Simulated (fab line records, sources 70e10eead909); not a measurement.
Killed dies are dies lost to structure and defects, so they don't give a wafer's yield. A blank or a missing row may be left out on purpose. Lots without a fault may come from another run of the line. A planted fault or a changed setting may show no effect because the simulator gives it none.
Which tool did it? | flow nand_harc | 12 lots, 36 wafers sampled, at 1 step of a route of 1159

WHAT THE GAUGES READ, wafer by wafer
NHARC_P_M1_OVL_MEAS_10: pitch 260 nm.
lot  | measured     | on         | overlay_x_nm (nm)
L074 | day 6 05:45  | overlay-02 | 0.3 0.2 0.1
L076 | day 6 17:20  | overlay-02 | -0.3 -0.8 -0.6
L079 | day 6 23:55  | overlay-01 | -1.3 -1.0 -1.0
L081 | day 7 19:46  | overlay-02 | 1.2 1.0 0.8
L083 | day 8 08:57  | overlay-01 | 1.7 1.9 2.0
L086 | day 9 07:24  | overlay-01 | -1.4 -0.7 -0.4
L088 | day 9 08:21  | overlay-01 | 0.2 -0.1 -0.8
L089 | day 9 16:16  | overlay-01 | 0.6 0.8 0.4
L092 | day 10 13:47 | overlay-02 | 0.6 -0.1 -0.2
L093 | day 10 15:49 | overlay-01 | -0.8 -0.3 -0.9
L095 | day 11 06:40 | overlay-02 | 0.3 0.3 0.1
L096 | day 11 11:03 | overlay-02 | -0.4 -0.6 -1.1

WHICH TOOL RAN EACH LOT (tool, then ch and the chambers of the sampled wafers, then the start)
The record holds no process step before these readings.

THE ANSWER, worked out from the rows above alone
Rule: what is usual is taken from the lots themselves. Put in order of their means at a reading, lots are off if they are a third of the lots or fewer, leave a main group of 4 or more, and stand apart from it by a gap of 3 or more times the standard deviation of the main group's means; of several such gaps the widest counts. A main group whose means are all the same, to the digits that the tables above print for the reading, isn't used. A lot without any number at a reading at which 4 lots or more have one is off too. The other lots that the step has rows for count as sound.
No lot is off at any reading shown: from this, nothing can be told.

WHAT THE SIMULATOR HAD PUT IN
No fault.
